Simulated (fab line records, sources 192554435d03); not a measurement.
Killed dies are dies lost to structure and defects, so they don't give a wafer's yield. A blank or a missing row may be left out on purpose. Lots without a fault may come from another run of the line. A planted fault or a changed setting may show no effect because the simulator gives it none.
Chamber matching | flow n5_finfet | N5_BEOL_M2_ETCH_70 on rie_diel-03: 4 sister chambers
The step etches SOC in N2/H2, target depth 80 nm, overetch 24 nm, time 130 s. 4 wafers are shown with their chamber, then 8 later ones without.

WAFERS WITH THEIR CHAMBER
wafer  | chamber | showerhead_plenum_p_Torr (Torr)
L087.6 | 1       | 2.69
L082.2 | 0       | 2.61
L082.5 | 3       | 2.40
L093.1 | 2       | 2.66

WAFERS WITHOUT THEIR CHAMBER
wafer  | showerhead_plenum_p_Torr (Torr)
L093.4 | 2.66
L093.6 | 2.40
L094.1 | 2.60
L094.5 | 2.65
L094.6 | 2.68
L097.2 | 2.67
L097.4 | 2.65
L097.6 | 2.67

WHICH CHAMBER EACH WENT THROUGH
wafer  | from the rows above     | in truth
L093.4 | 2                       | 2
L093.6 | 3                       | 3
L094.1 | 0                       | 0
L094.5 | 2                       | 2
L094.6 | can't be placed: 1 or 2 | 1
L097.2 | can't be placed: 2 or 1 | 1
L097.4 | 2                       | 2
L097.6 | can't be placed: 2 or 1 | 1
Placed correctly: 5 of 8. Can't be placed from these rows: 3 (the true chamber is among the candidates in 3). Placed wrongly: 0.
How it was worked out, from the rows above alone: a wafer's distance from a chamber is the root of the sum, over the readings, of the square of ((its reading less the chamber's mean) divided by the reading's scatter). The wafer belongs to the nearest chamber; if the next one is less than 2 further off, it can't be placed. A chamber's mean is the mean of its shown wafers. The scatter: with one shown wafer a chamber, the root of the mean of the squares of how far each hidden wafer lies from its nearest shown one.
